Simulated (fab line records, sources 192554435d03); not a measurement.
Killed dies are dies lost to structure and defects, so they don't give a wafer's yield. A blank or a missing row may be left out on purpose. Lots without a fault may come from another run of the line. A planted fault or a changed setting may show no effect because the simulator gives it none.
Chamber matching | flow n5_finfet | N5_ILD0_LINER_00 on ald_sin-03: 3 sister chambers
The step material SiNx, target thk 4 nm, pulse time 1 s, purge time 2 s. 3 wafers are shown with their chamber, then 7 later ones without.

WAFERS WITH THEIR CHAMBER
wafer  | chamber | heater_power_w (W)
L076.2 | 3       | 891
L088.3 | 1       | 670
L088.5 | 2       | 777

WAFERS WITHOUT THEIR CHAMBER
wafer  | heater_power_w (W)
L088.6 | 685
L090.2 | 772
L090.4 | 873
L090.6 | 871
L094.2 | 756
L094.3 | 684
L094.5 | 755

WHICH CHAMBER EACH WENT THROUGH
wafer  | from the rows above | in truth
L088.6 | 1                   | 1
L090.2 | 2                   | 2
L090.4 | 3                   | 3
L090.6 | 3                   | 3
L094.2 | 2                   | 2
L094.3 | 1                   | 1
L094.5 | 2                   | 2
Placed correctly: 7 of 7. Can't be placed from these rows: 0. Placed wrongly: 0.
How it was worked out, from the rows above alone: a wafer's distance from a chamber is the root of the sum, over the readings, of the square of ((its reading less the chamber's mean) divided by the reading's scatter). The wafer belongs to the nearest chamber; if the next one is less than 2 further off, it can't be placed. A chamber's mean is the mean of its shown wafers. The scatter: with one shown wafer a chamber, the root of the mean of the squares of how far each hidden wafer lies from its nearest shown one.
